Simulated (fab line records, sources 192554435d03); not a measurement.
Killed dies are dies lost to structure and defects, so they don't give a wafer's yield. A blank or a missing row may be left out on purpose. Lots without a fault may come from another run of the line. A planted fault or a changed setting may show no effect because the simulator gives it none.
Chamber matching | flow n5_finfet | N5_FIN_SAQP_HM_OPEN_33 on rie_diel-04: 4 sister chambers
The step chemistry CH3F/O2, target SiNx, target depth 49.4 nm, time 70.6 s. 16 wafers are shown with their chamber, then 8 later ones without.

WAFERS WITH THEIR CHAMBER
wafer  | chamber | showerhead_plenum_p_Torr (Torr) | rf_vpp_V (V) | throttle_valve_pct (%)
L076.4 | 0       | 2.06                            | 299          | 16.80
L076.5 | 3       | 2.04                            | 295          | 16.31
L076.6 | 2       | 2.05                            | 297          | 16.84
L084.1 | 2       | 2.05                            | 295          | 16.84
L084.2 | 3       | 2.04                            | 295          | 16.35
L084.4 | 3       | 2.04                            | 295          | 16.34
L086.1 | 0       | 2.05                            | 303          | 16.35
L086.3 | 1       | 1.98                            | 298          | 16.55
L086.4 | 2       | 2.04                            | 296          | 16.87
L089.1 | 0       | 2.05                            | 303          | 16.36
L089.4 | 3       | 2.03                            | 294          | 16.37
L089.6 | 0       | 2.05                            | 303          | 16.37
L091.3 | 3       | 2.03                            | 294          | 16.40
L091.4 | 0       | 2.05                            | 303          | 16.38
L091.6 | 3       | 2.03                            | 294          | 16.40
L093.1 | 3       | 2.03                            | 295          | 16.39

SIGNATURES (means of the wafers above)
reading                  | chamber 0 | chamber 1 | chamber 2 | chamber 3 | scatter within a chamber
showerhead_plenum_p_Torr | 2.0520    | 1.9800    | 2.0467    | 2.0343    | 0.00515
rf_vpp_V                 | 302.20    | 298.00    | 296.00    | 294.57    | 1.17
throttle_valve_pct       | 16.4520   | 16.5500   | 16.8500   | 16.3657   | 0.115
Rule: a wafer's distance from a chamber is the root of the sum, over the readings, of the square of ((its reading less the chamber's mean) divided by the reading's scatter). The wafer belongs to the nearest chamber; if the next one is less than 2 further off, it can't be placed. The scatter: the root of (the sum of the squares of (reading less its chamber's mean) over the shown wafers, divided by (wafers less chambers)).

WAFERS WITHOUT THEIR CHAMBER
wafer  | showerhead_plenum_p_Torr (Torr) | rf_vpp_V (V) | throttle_valve_pct (%)
L093.4 | 2.04                            | 302          | 16.39
L093.6 | 2.04                            | 303          | 16.39
L095.2 | 2.03                            | 294          | 16.40
L095.3 | 2.04                            | 302          | 16.40
L095.6 | 2.03                            | 294          | 16.41
L097.3 | 2.04                            | 294          | 16.45
L097.4 | 2.04                            | 303          | 16.41
L097.6 | 2.03                            | 294          | 16.42

WHICH CHAMBER EACH WENT THROUGH
wafer  | from the rows above | in truth
L093.4 | 0                   | 0
L093.6 | 0                   | 0
L095.2 | 3                   | 3
L095.3 | 0                   | 0
L095.6 | 3                   | 3
L097.3 | 3                   | 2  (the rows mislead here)
L097.4 | 0                   | 0
L097.6 | 3                   | 3
Placed correctly: 7 of 8. Can't be placed from these rows: 0. Placed wrongly: 1.
